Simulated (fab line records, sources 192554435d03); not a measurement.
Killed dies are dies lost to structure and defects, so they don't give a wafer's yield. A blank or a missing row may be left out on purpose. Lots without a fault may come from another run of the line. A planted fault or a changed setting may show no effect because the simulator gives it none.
Split-lot experiment | flow n5_finfet | 7 lots, 21 wafers read, on a route of 1938 steps

THE SPLIT
At N5_BEOL_M12_ILD_DEP_00 (deposits SiOC from DEMS/O2, target thk 658.92 nm, time 130.7 s), the setting time_s was moved away from the recipe's 130.7 s on 10 of the 21 wafers read, by -12.4% to +5.2%. The other wafers ran this setting at the recipe's value.

The file shows no step between the split and the reading.

THE READING
M12_ILD_THK, in nm, at N5_BEOL_M12_THK_MEAS_01. Fault-free wafers of this fab line usually give 658 nm, standard deviation 8.1 nm.

wafer  | tool, chamber at the split | time_s as run, s | against the recipe | M12_ILD_THK, nm | against lot-mates on the recipe
L076.1 | pecvd-01, 1                | 130.7            | recipe             | 647             | -
L076.2 | pecvd-01, 0                | 137.5            | +5.2%              | 688             | +31
L076.4 | pecvd-01, 0                | 130.7            | recipe             | 667             | -
L079.2 | pecvd-04, 0                | 130.7            | recipe             | 664             | -
L079.5 | pecvd-04, 0                | 114.5            | -12.4%             | 590             | -75
L079.6 | pecvd-04, 2                | 130.7            | recipe             | 666             | -
L080.1 | pecvd-03, 0                | 136.5            | +4.4%              | 683             | no lot-mate on the recipe
L080.4 | pecvd-03, 1                | 136.5            | +4.4%              | 692             | no lot-mate on the recipe
L080.6 | pecvd-03, 2                | 136.5            | +4.4%              | 694             | no lot-mate on the recipe
L092.4 | pecvd-01, 1                | 130.7            | recipe             | 668             | -
L092.5 | pecvd-01, 0                | 119.1            | -8.9%              | 606             | -60
L092.6 | pecvd-01, 2                | 130.7            | recipe             | 665             | -
L093.2 | pecvd-01, 1                | 130.7            | recipe             | 649             | -
L093.3 | pecvd-01, 0                | 121.7            | -6.9%              | 613             | -36
L093.4 | pecvd-01, 1                | 121.7            | -6.9%              | 616             | -33
L094.4 | pecvd-04, 2                | 130.7            | recipe             | 661             | -
L094.5 | pecvd-04, 0                | 130.7            | recipe             | 677             | -
L094.6 | pecvd-04, 1                | 130.7            | recipe             | 661             | -
L096.1 | pecvd-04, 1                | 120.8            | -7.6%              | 599             | -54
L096.2 | pecvd-04, 0                | 130.7            | recipe             | 653             | -
L096.4 | pecvd-04, 1                | 120.8            | -7.6%              | 610             | -43

THE FIT
A straight line over all 21 wafers: M12_ILD_THK changes by +6.38 nm for each +1% of time_s; r = +0.97; the points scatter about the line by 7.9 nm.
The same after taking each lot's own level away (the mean of its wafers on the recipe; 18 wafers): +6.06 nm for each +1%; r = +0.98; scatter 6.2 nm.
On that fit, the largest move of time_s shifts the reading by 75 nm.
The lots' own levels span 649.0 to 666.5 nm, that is 2.2 times the standard deviation above.
So the lot-to-lot level changes the slope little: the two slopes agree.
Check: with one of the wafers moved furthest among these (-12.4%) left out of the fit, the line predicts -75 nm for it against its lot-mates. It came out at -75 nm against them.

OTHER SPLITS ON THESE WAFERS
These wafers also went through other splits before the reading. Each is held against what the fit with the lots' levels taken away leaves over:
other split on the same wafers    | wafers away from the commonest value | r with M12_ILD_THK (lot level and that fit taken away)
N5_BEOL_M9_HM_DEP_02 target_thk_a | 8                                    | -0.01
N5_BEOL_M10_ILD_DEP_00 time_s     | 4                                    | +0.25
N5_BEOL_M10_COAT_05 spin_rpm      | 6                                    | +0.05
N5_BEOL_M11_ILD_DEP_00 time_s     | 5                                    | +0.27

THE WHOLE CHAIN: every reading that the file lists as answering this split, in the file's order
step                    | what it does                                                   | reading                                                                             | change (the file's fit)              | r (the file's)
N5_BEOL_M12_ILD_DEP_00  | deposits SiOC from DEMS/O2, target thk 658.92 nm, time 130.7 s | SiOC_of_BEOL_M12_ILD_DEP_00.thk_nm (the simulator's own value, which no gauge read) | +6.18 nm for each +1% of the setting | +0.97
N5_BEOL_M12_THK_MEAS_01 |                                                                | M12_ILD_THK                                                                         | +6.17 for each +1% of the setting    | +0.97
N5_BEOL_M12_VIA_ETCH_16 | etches SiOC in C4F8/O2/Ar, target depth 724.8 nm               | etch.depth_nm (the simulator's own value, which no gauge read)                      | +6.19 nm for each +1% of the setting | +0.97
N5_BEOL_M12_VIA_ETCH_16 | etches SiOC in C4F8/O2/Ar, target depth 724.8 nm               | coat_of_BEOL_M12_COAT_04.thk_nm (the simulator's own value, which no gauge read)    | -1.71 nm for each +1% of the setting | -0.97
N5_BEOL_M12_STRIP_63    | strips in N2/H2                                                | strip_time_to_endpoint_s                                                            | withheld for each +1% of the setting | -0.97

THE FILE'S OWN FIT
M12_ILD_THK changes by +6.17 nm for each +1% of time_s, r = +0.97.
